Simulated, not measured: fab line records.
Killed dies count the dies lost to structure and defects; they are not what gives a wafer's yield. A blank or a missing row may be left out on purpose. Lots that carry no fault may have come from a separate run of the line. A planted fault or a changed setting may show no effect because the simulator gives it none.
Matching of chambers ; flow nand harc ; NHARC_A_CONTACT_DESCUM_74 on rie diel-04: 4 sister chambers
The step chemistry O2, time 3 s. 8 wafers are shown with their chamber, then 7 later ones without.

== EACH WAFER AND ITS CHAMBER ==
wafer;chamber;showerhead plenum p Torr (Torr);drypump motor current A (A)
L078.3;1;1.96;5.6
L078.4;0;1.92;5.6
L081.4;0;1.92;5.5
L083.2;2;1.91;6.2
L083.3;3;1.88;5.7
L083.5;2;1.91;6.2
L086.1;1;1.95;5.6
L086.5;3;1.88;5.8

== WAFERS WITHOUT THEIR CHAMBER ==
wafer;showerhead plenum p Torr (Torr);drypump motor current A (A)
L086.6;1.92;5.5
L089.1;1.90;6.1
L089.3;1.92;5.6
L089.6;1.90;6.2
L090.1;1.91;6.2
L090.2;1.95;5.6
L090.6;1.92;5.5

== WHICH CHAMBER EACH WENT THROUGH ==
wafer;from the rows above;in truth
L086.6;0;0
L089.1;2;2
L089.3;0;0
L089.6;2;2
L090.1;2;2
L090.2;1;1
L090.6;0;0
Correctly placed: 7 of 7. Not placeable from these rows: 0. Placed wrongly: 0.
How it was worked out, from the rows above alone: a wafer's distance from a chamber is the root of the sum, over the readings, of the square of ((its reading less the chamber's mean) divided by the reading's scatter). If the next closest chamber is less than 2 further off than the closest, the wafer can't be placed; otherwise it belongs to the closest. The mean given for a chamber averages the wafers shown for that chamber. How the scatter is found: for the shown wafers, subtract from each reading the mean of its chamber, square and add these, divide the total by (wafers less chambers), then take the root.
